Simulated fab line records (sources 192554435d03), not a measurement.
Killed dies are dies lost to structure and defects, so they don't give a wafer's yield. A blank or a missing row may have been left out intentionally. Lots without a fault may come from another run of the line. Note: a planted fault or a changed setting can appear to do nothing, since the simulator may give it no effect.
Split-lot study / flow n5-finfet / 21 wafers read across 7 lots, on a route 1938 steps long

THE SPLIT
At N5_BEOL_M11_ETCH_62 (etches SOC in N2/H2, target depth 110 nm, overetch 22 nm, time 165 s), the setting time-s was moved away from the recipe's 165 s on 6 of the 21 wafers read, by -20.8% to +22.4%. For the rest of the wafers, this setting stayed at what the recipe calls for.

The split's own step is where the reading is taken.

THE READING
SiARC_of_BEOL_M11_COAT_60.thk-nm (the simulator's own value, which no gauge read), in nm, at N5_BEOL_M11_ETCH_62 (etches SOC in N2/H2, target depth 110 nm, overetch 22 nm, time 165 s). No usual value for it is given in the file. Across the 15 wafers here that went through the recipe, the average is 23.6 nm and the standard deviation 0.17 nm.

wafer=L078.2; tool, chamber at the split=rie-diel-05, 0,1; time-s as run, s=165; against the recipe=recipe; SiARC_of_BEOL_M11_COAT_60.thk-nm, nm=23.4; against lot-mates on the recipe=-
wafer=L078.4; tool, chamber at the split=rie-diel-05, 0,1; time-s as run, s=165; against the recipe=recipe; SiARC_of_BEOL_M11_COAT_60.thk-nm, nm=23.4; against lot-mates on the recipe=-
wafer=L078.5; tool, chamber at the split=rie-diel-05, 0; time-s as run, s=179.4; against the recipe=+8.7%; SiARC_of_BEOL_M11_COAT_60.thk-nm, nm=23; against lot-mates on the recipe=-0.4
wafer=L087.2; tool, chamber at the split=rie-diel-04, 0; time-s as run, s=165; against the recipe=recipe; SiARC_of_BEOL_M11_COAT_60.thk-nm, nm=23.6; against lot-mates on the recipe=-
wafer=L087.5; tool, chamber at the split=rie-diel-04, 2; time-s as run, s=165; against the recipe=recipe; SiARC_of_BEOL_M11_COAT_60.thk-nm, nm=24; against lot-mates on the recipe=-
wafer=L087.6; tool, chamber at the split=rie-diel-04, 0; time-s as run, s=130.6; against the recipe=-20.8%; SiARC_of_BEOL_M11_COAT_60.thk-nm, nm=25; against lot-mates on the recipe=+1.2
wafer=L088.1; tool, chamber at the split=rie-diel-03, 2; time-s as run, s=165; against the recipe=recipe; SiARC_of_BEOL_M11_COAT_60.thk-nm, nm=23.4; against lot-mates on the recipe=-
wafer=L088.2; tool, chamber at the split=rie-diel-03, 1; time-s as run, s=165; against the recipe=recipe; SiARC_of_BEOL_M11_COAT_60.thk-nm, nm=23.6; against lot-mates on the recipe=-
wafer=L088.6; tool, chamber at the split=rie-diel-03, 1; time-s as run, s=165; against the recipe=recipe; SiARC_of_BEOL_M11_COAT_60.thk-nm, nm=23.6; against lot-mates on the recipe=-
wafer=L090.2; tool, chamber at the split=rie-diel-04, 0; time-s as run, s=165; against the recipe=recipe; SiARC_of_BEOL_M11_COAT_60.thk-nm, nm=23.6; against lot-mates on the recipe=-
wafer=L090.3; tool, chamber at the split=rie-diel-04, 2; time-s as run, s=165; against the recipe=recipe; SiARC_of_BEOL_M11_COAT_60.thk-nm, nm=23.8; against lot-mates on the recipe=-
wafer=L090.5; tool, chamber at the split=rie-diel-04, 2; time-s as run, s=165; against the recipe=recipe; SiARC_of_BEOL_M11_COAT_60.thk-nm, nm=23.8; against lot-mates on the recipe=-
wafer=L095.2; tool, chamber at the split=rie-diel-05, 1,2,2; time-s as run, s=165; against the recipe=recipe; SiARC_of_BEOL_M11_COAT_60.thk-nm, nm=23.6; against lot-mates on the recipe=-
wafer=L095.3; tool, chamber at the split=rie-diel-05, 1,2,2; time-s as run, s=165; against the recipe=recipe; SiARC_of_BEOL_M11_COAT_60.thk-nm, nm=23.6; against lot-mates on the recipe=-
wafer=L095.5; tool, chamber at the split=rie-diel-05, 1,2,2; time-s as run, s=165; against the recipe=recipe; SiARC_of_BEOL_M11_COAT_60.thk-nm, nm=23.6; against lot-mates on the recipe=-
wafer=L096.1; tool, chamber at the split=rie-diel-05, 3; time-s as run, s=141.3; against the recipe=-14.4%; SiARC_of_BEOL_M11_COAT_60.thk-nm, nm=24.6; against lot-mates on the recipe=+1.2
wafer=L096.2; tool, chamber at the split=rie-diel-05, 0; time-s as run, s=141.3; against the recipe=-14.4%; SiARC_of_BEOL_M11_COAT_60.thk-nm, nm=24.2; against lot-mates on the recipe=+0.8
wafer=L096.6; tool, chamber at the split=rie-diel-05, 1; time-s as run, s=165; against the recipe=recipe; SiARC_of_BEOL_M11_COAT_60.thk-nm, nm=23.4; against lot-mates on the recipe=-
wafer=L097.3; tool, chamber at the split=rie-diel-05, 2; time-s as run, s=202; against the recipe=+22.4%; SiARC_of_BEOL_M11_COAT_60.thk-nm, nm=22.2; against lot-mates on the recipe=-1.2
wafer=L097.4; tool, chamber at the split=rie-diel-05, 1; time-s as run, s=202; against the recipe=+22.4%; SiARC_of_BEOL_M11_COAT_60.thk-nm, nm=22; against lot-mates on the recipe=-1.4
wafer=L097.5; tool, chamber at the split=rie-diel-05, 2; time-s as run, s=165; against the recipe=recipe; SiARC_of_BEOL_M11_COAT_60.thk-nm, nm=23.4; against lot-mates on the recipe=-
Rows listing several chambers each stand for several wafers; the file does not say which wafer went through which chamber.

THE FIT
A straight line over all 21 wafers: SiARC_of_BEOL_M11_COAT_60.thk-nm changes by -0.0646 nm for each +1% of time-s; r = -0.97; the points scatter about the line by 0.17 nm.
The same after taking each lot's own level away (the mean of its wafers on the recipe; 21 wafers): -0.0599 nm for each +1%; r = -0.98; scatter 0.12 nm.
According to that fit, moving time-s by its largest amount changes the reading by 1.3 nm.
The span of the lots' own levels, 23.40 to 23.80 nm, comes to 2.3 times the standard deviation stated above.
The two slopes are in agreement: the lot-to-lot level therefore moves the slope only a little.
Check: -1.38 nm against its lot-mates is what the line predicts for one of the wafers moved furthest among these (+22.4%) when that wafer is left out of the fit. Against them it came out at -1.2 nm.

THESE WAFERS: OTHER SPLITS
Before the reading, these wafers also passed through other splits. Each is held against what the fit with the lots' levels taken away leaves over:
other split on the same wafers=N5_BEOL_M11_DESCUM_16 time-s; wafers away from the commonest value=9; r with SiARC_of_BEOL_M11_COAT_60.thk-nm (lot level and that fit taken away)=-0.25

THE WHOLE CHAIN: every reading that the file lists as answering this split, in the file's order
step=N5_BEOL_M11_ETCH_62; what it does=etches SOC in N2/H2, target depth 110 nm, overetch 22 nm, time 165 s; reading=SiARC_of_BEOL_M11_COAT_60.thk-nm (the simulator's own value, which no gauge read); change (the file's fit)=-0.059 nm for each +1% of the setting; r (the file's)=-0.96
step=N5_BEOL_M11_HM_OPEN_17; what it does=chemistry Cl2/BCl3, target TiN, target depth 20 nm, overetch 6 nm; reading=etch.depth-nm (the simulator's own value, which no gauge read); change (the file's fit)=not straight: 19.51 at the lowest setting, 19.94 at the recipe, 16.56 at the highest; r (the file's)=not given

THE FILE'S OWN FIT
SiARC_of_BEOL_M11_COAT_60.thk-nm changes by -0.059 nm for each +1% of time-s, r = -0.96.
